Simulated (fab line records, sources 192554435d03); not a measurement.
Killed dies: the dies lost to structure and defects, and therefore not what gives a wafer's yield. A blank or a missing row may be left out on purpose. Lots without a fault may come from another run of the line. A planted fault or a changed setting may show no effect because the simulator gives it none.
Problem report, 8D (eight disciplines) form, completed by code + flow n5-finfet + the parts of the form that need people (team, actions taken, sign-off) are left out

== 1. WHAT IS WRONG ==
Wafers without a fault read 2769.9 s, standard deviation 0.57; run-length-s at N5_MOL_CONTACT_COAG_ALD_27 reads a mean of 4098.0 s on 3 wafers belonging to 2 lots. That is +99 or more standard deviations from the usual mean.
The step: deposits SiOC, target thk 17 nm, pulse time 1.5 s, time 2720 s.
The first sign was on wafer L574.2 at day 8 02:19, on ald-sin-04. The record holds 16 wafers of 6 lots with a number at this step. The rule behind "out" and "out of limits": a value lying over 4 standard deviations away from the usual mean. Any other wafer with a number is counted as sound.

== 2. WHAT IT IS AND WHAT IT IS NOT ==
| question                    | is                     | is not                                                                         |
|-----------------------------|------------------------|--------------------------------------------------------------------------------|
| which readings at this step | run-length-s           | heater-power-w, precursor-pulse-height-rel                                     |
| which lots                  | L574, L575             | L564, L569, L584, L585                                                         |
| which wafers of those lots  | L574.2, L574.6, L575.6 | L575.3                                                                         |
| read on which tools         | ald-sin-04             | ald-sin-01, ald-sin-02                                                         |
| when                        | from day 8 02:19       | up to then (6 sound wafers); but 7 sound wafers of L575, L584, L585 came after |

== 3. WHAT RULES OUT EACH SUSPECT ==
Counting: if a tool at a process step up to the reading ran every lot that is out, it stays a suspect. Sound lots after the first of them don't rule it out here, since some wafers of a struck lot are sound.
- pvd-sputter-02 at N5_MOL_CONTACT_COAG_SPUTTER_143 (material Co, target thk 2.5 nm): kept. It ran every lot that is out, first L574 (day 7 22:38).
- pvd-sputter-01 at N5_MOL_CONTACT_COAG_PRE_CLEAN_142 (time 60 s): kept. It ran every lot that is out, first L574 (day 8 01:16); its last sound lot up to then is L569 (day 6 14:19).
- ald-sin-04 at N5_MOL_CONTACT_COAG_ALD_27 (deposits SiOC, target thk 17 nm, pulse time 1.5 s, time 2720 s): kept. It ran every lot that is out, first L574 (day 8 02:19); its last sound lot up to then is L569 (day 6 15:30). Its own readings are out on those wafers: run-length-s.
- Within ald-sin-04 at N5_MOL_CONTACT_COAG_ALD_27: the wafers that are out ran in chambers 0, 2, 3; their sound lot-mates ran in chamber 1.
After the count, these remain: pvd-sputter-02 at N5_MOL_CONTACT_COAG_SPUTTER_143, pvd-sputter-01 at N5_MOL_CONTACT_COAG_PRE_CLEAN_142 and ald-sin-04 at N5_MOL_CONTACT_COAG_ALD_27.

== 4. THE CAUSE (what the simulator had put in) ==
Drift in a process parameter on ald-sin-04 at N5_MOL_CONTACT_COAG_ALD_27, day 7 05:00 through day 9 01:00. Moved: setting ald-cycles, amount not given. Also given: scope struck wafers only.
After counting, 3 suspects remain, this tool included.

== 5. THE EFFECT CHAIN, in route order ==
Rows list readings where the struck wafers' mean (over those with a number) sits beyond 3 standard deviations from the usual. Only readings for which the record gives a usual standard deviation are gone through. hours: the time from each lot's start at the first step in this table that gives one to its start at this step, as a median over the lots. sigmas: the change in usual standard deviations.
| hours | step                       | reading      | usual    | on struck wafers | change  | sigmas      |
|-------|----------------------------|--------------|----------|------------------|---------|-------------|
| 0     | N5_MOL_CONTACT_COAG_ALD_27 | run-length-s | 2769.9 s | 4098.0           | +1328.1 | +99 or more |
Process steps it contains:
- N5_MOL_CONTACT_COAG_ALD_27: deposits SiOC, target thk 17 nm, pulse time 1.5 s, time 2720 s.
Later steps that measure or inspect, where all struck wafers having a row at the step show a number for every such reading and not one has moved that far: N5_BEOL_M4_RC_MEAS_101.

== 6. WHAT WOULD HAVE CAUGHT IT SOONER ==
In this record no reading fell out of limits until day 8 02:19, 21 hours after the fault had begun at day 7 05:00.
